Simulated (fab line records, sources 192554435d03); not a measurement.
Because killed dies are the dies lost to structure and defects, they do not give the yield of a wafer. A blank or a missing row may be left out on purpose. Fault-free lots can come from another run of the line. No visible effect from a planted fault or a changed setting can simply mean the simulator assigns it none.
A single fault, viewed from 2 desks || flow n5Finfet || only its own numbers are on each desk; what lay behind them is given at the end

THE METROLOGY DESK
What the gauges read for every lot (on any tool): the sampled wafers with a number, averaged. A lot is out of limits, marked OUT, if its mean lies more than 4 standard deviations from the usual mean; the brackets give that distance. Of its 10 readings 7 are shown: those that lie furthest out on some lot.
Columns: A = DIBL_N at N5_BEOL_M4_RC_MEAS_101, usual 36.8 mV/V; B = DIBL_P at N5_BEOL_M4_RC_MEAS_101, usual 37.1 mV/V; C = IOFF_N at N5_BEOL_M4_RC_MEAS_101, usual 0.168 nA/um; D = ION_N at N5_BEOL_M4_RC_MEAS_101, usual 679 uA/um; E = ION_P at N5_BEOL_M4_RC_MEAS_101, usual 466 uA/um; F = SS_N at N5_BEOL_M4_RC_MEAS_101, usual 71.7 mV/dec; G = VT_N at N5_BEOL_M4_RC_MEAS_101, usual 248.8 mV
{"lot": "L430", "first seen here": "day 8 13:46", "A": 36.4, "B": 36.4, "C": 0.156, "D": 687, "E": 476, "F": 71.0, "G": 249.3}
{"lot": "L433", "first seen here": "day 9 05:55", "A": 34.6, "B": 36.8, "C": 0.155, "D": 679, "E": 465, "F": 71.5, "G": 248.7}
{"lot": "L434", "first seen here": "day 9 15:26", "A": 37.5, "B": 36.6, "C": 0.164, "D": 686, "E": 474, "F": 71.4, "G": 249.0}
{"lot": "L441", "first seen here": "day 11 06:31", "A": 36.1, "B": 34.4, "C": 0.140, "D": 662, "E": 460, "F": 71.8, "G": 252.1}
Result from this desk: across the 4 lots, nothing is out of limits.

THE TOOL OWNER'S DESK: rieSi-05
The tool's own readings at N5_FIN_SAQP_ETCH_64 (etches SiO2 in CF4, target depth 1.5 nm): means of the sampled wafers that have a number, for each lot that ran on this tool. A lot is out of limits, marked OUT, if its mean lies more than 4 standard deviations from the usual mean; the brackets give that distance.
Columns: A = drypumpMotorCurrentA at N5_FIN_SAQP_ETCH_64, usual 5.5 A; B = oesProductAu at N5_FIN_SAQP_ETCH_64, usual 1.004 a.u.; C = throttleValvePct at N5_FIN_SAQP_ETCH_64, usual 21.75 %
{"lot": "L430", "first seen here": "day 2 19:34", "A": 5.4, "B": 0.994, "C": 21.72}
{"lot": "L433", "first seen here": "day 3 14:23", "A": 5.3, "B": "1.286 (+11) OUT", "C": 22.01}
{"lot": "L434", "first seen here": "day 3 20:45", "A": 5.3, "B": "1.279 (+11) OUT", "C": 22.00}
Finding of this desk: L433, L434 out of limits; the first was L433 at day 3 14:23, on oesProductAu at N5_FIN_SAQP_ETCH_64. L430 stayed within limits.

BROUGHT TOGETHER
The tool owner's desk could have raised an alarm at day 3 14:23, on L433, L434.
From the metrology desk's view, nothing was out of limits.
The metrology desk has L433, L434 on record, within its limits.
Of the lots named, all ran N5_FIN_SAQP_ETCH_64 on rieSi-05.

WHAT THE SIMULATOR HAD PUT IN
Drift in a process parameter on rieSi-05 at N5_FIN_SAQP_ETCH_64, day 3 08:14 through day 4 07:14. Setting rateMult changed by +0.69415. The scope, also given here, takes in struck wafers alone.
Struck lots among those shown: L433, L434.
Time in hours from fault onset to the first out-of-limits reading at each desk: the tool owner's desk, 6.
